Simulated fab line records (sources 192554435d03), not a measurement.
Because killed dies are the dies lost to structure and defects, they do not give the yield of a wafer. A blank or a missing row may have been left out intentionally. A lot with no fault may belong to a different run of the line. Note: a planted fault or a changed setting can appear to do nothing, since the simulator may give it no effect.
Split-lot experiment / flow n5-finfet / 21 wafers read across 7 lots, on a route 1938 steps long

== THE SPLIT ITSELF ==
At N5_BEOL_M8_ETCH_65 (etches SiARC in CF4, target depth 15.6 nm, time 26 s), the setting source-w was moved away from the recipe's 545 W on 3 of the 21 wafers read, by -13.6% to +12.5%. For the rest of the wafers, this setting stayed at what the recipe calls for.

Reading taken at the split's own step.

== THE READING ==
rf-vpp-V, in V, at N5_BEOL_M8_ETCH_65 (etches SiARC in CF4, target depth 15.6 nm, time 26 s). Fault-free wafers of this fab line usually give 184.0 V, standard deviation 1.4 V.

wafer=L088.3; tool, chamber at the split=rie-diel-04, 2; source-w as run, W=545; against the recipe=recipe; rf-vpp-V, V=183.3; against lot-mates on the recipe=-
wafer=L088.5; tool, chamber at the split=rie-diel-04, 0; source-w as run, W=545; against the recipe=recipe; rf-vpp-V, V=182.8; against lot-mates on the recipe=-
wafer=L088.6; tool, chamber at the split=rie-diel-04, 3; source-w as run, W=545; against the recipe=recipe; rf-vpp-V, V=186.2; against lot-mates on the recipe=-
wafer=L089.2; tool, chamber at the split=rie-diel-01, 1; source-w as run, W=545; against the recipe=recipe; rf-vpp-V, V=183.4; against lot-mates on the recipe=-
wafer=L089.5; tool, chamber at the split=rie-diel-01, 0; source-w as run, W=545; against the recipe=recipe; rf-vpp-V, V=182.6; against lot-mates on the recipe=-
wafer=L089.6; tool, chamber at the split=rie-diel-01, 1; source-w as run, W=545; against the recipe=recipe; rf-vpp-V, V=184.8; against lot-mates on the recipe=-
wafer=L090.4; tool, chamber at the split=rie-diel-01, 2; source-w as run, W=545; against the recipe=recipe; rf-vpp-V, V=184.3; against lot-mates on the recipe=-
wafer=L090.5; tool, chamber at the split=rie-diel-01, 0; source-w as run, W=545; against the recipe=recipe; rf-vpp-V, V=185.5; against lot-mates on the recipe=-
wafer=L090.6; tool, chamber at the split=rie-diel-01, 3; source-w as run, W=470.9; against the recipe=-13.6%; rf-vpp-V, V=193.8; against lot-mates on the recipe=+8.9
wafer=L091.3; tool, chamber at the split=rie-diel-01, 2; source-w as run, W=545; against the recipe=recipe; rf-vpp-V, V=184.8; against lot-mates on the recipe=-
wafer=L091.4; tool, chamber at the split=rie-diel-01, 2; source-w as run, W=545; against the recipe=recipe; rf-vpp-V, V=182.8; against lot-mates on the recipe=-
wafer=L091.5; tool, chamber at the split=rie-diel-01, 1; source-w as run, W=545; against the recipe=recipe; rf-vpp-V, V=183.6; against lot-mates on the recipe=-
wafer=L092.2; tool, chamber at the split=rie-diel-04, 0; source-w as run, W=545; against the recipe=recipe; rf-vpp-V, V=184.5; against lot-mates on the recipe=-
wafer=L092.4; tool, chamber at the split=rie-diel-04, 1; source-w as run, W=613.3; against the recipe=+12.5%; rf-vpp-V, V=178.4; against lot-mates on the recipe=-6.1
wafer=L092.5; tool, chamber at the split=rie-diel-04, 0; source-w as run, W=613.3; against the recipe=+12.5%; rf-vpp-V, V=177.5; against lot-mates on the recipe=-7.0
wafer=L093.3; tool, chamber at the split=rie-diel-05, 3; source-w as run, W=545; against the recipe=recipe; rf-vpp-V, V=184.3; against lot-mates on the recipe=-
wafer=L093.4; tool, chamber at the split=rie-diel-05, 2; source-w as run, W=545; against the recipe=recipe; rf-vpp-V, V=182.8; against lot-mates on the recipe=-
wafer=L093.5; tool, chamber at the split=rie-diel-05, 0; source-w as run, W=545; against the recipe=recipe; rf-vpp-V, V=182.9; against lot-mates on the recipe=-
wafer=L094.1; tool, chamber at the split=rie-diel-04, 2; source-w as run, W=545; against the recipe=recipe; rf-vpp-V, V=184.3; against lot-mates on the recipe=-
wafer=L094.5; tool, chamber at the split=rie-diel-04, 1; source-w as run, W=545; against the recipe=recipe; rf-vpp-V, V=187.1; against lot-mates on the recipe=-
wafer=L094.6; tool, chamber at the split=rie-diel-04, 2; source-w as run, W=545; against the recipe=recipe; rf-vpp-V, V=184.0; against lot-mates on the recipe=-

FIT RESULTS
A straight line over all 21 wafers: rf-vpp-V changes by -0.578 V for each +1% of source-w; r = -0.91; the points scatter about the line by 1.3 V.
The same after taking each lot's own level away (the mean of its wafers on the recipe; 21 wafers): -0.574 V for each +1%; r = -0.94; scatter 1.1 V.
On that fit, the largest move of source-w shifts the reading by 7.8 V.
From 183.33 to 185.13 V: that is the span of the lots' own levels, equal to 1.3 times the standard deviation above.
So the lot-to-lot level changes the slope little: the two slopes agree.
Check: +7.11 V against its lot-mates is what the line predicts for one of the wafers moved furthest among these (-13.6%) when that wafer is left out of the fit. Against them it came out at +8.9 V.
Tool readings at the split's step, against how far the setting was moved: rf-vpp-V r = -0.91.

== ADDITIONAL SPLITS CARRIED BY THESE WAFERS ==
Note: prior to the reading, these wafers also went through further splits. Each is held against what the fit with the lots' levels taken away leaves over:
other split on the same wafers=N5_BEOL_M5_COAT_22 spin-rpm; wafers away from the commonest value=6; r with rf-vpp-V (lot level and that fit taken away)=+0.10
other split on the same wafers=N5_BEOL_M6_COAT_22 spin-rpm; wafers away from the commonest value=6; r with rf-vpp-V (lot level and that fit taken away)=+0.07
other split on the same wafers=N5_BEOL_M8_ILD_DEP_00 time-s; wafers away from the commonest value=3; r with rf-vpp-V (lot level and that fit taken away)=-0.13

== THE FILE'S OWN FIT ==
rf-vpp-V changes by -0.595 V for each +1% of source-w, r = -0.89.
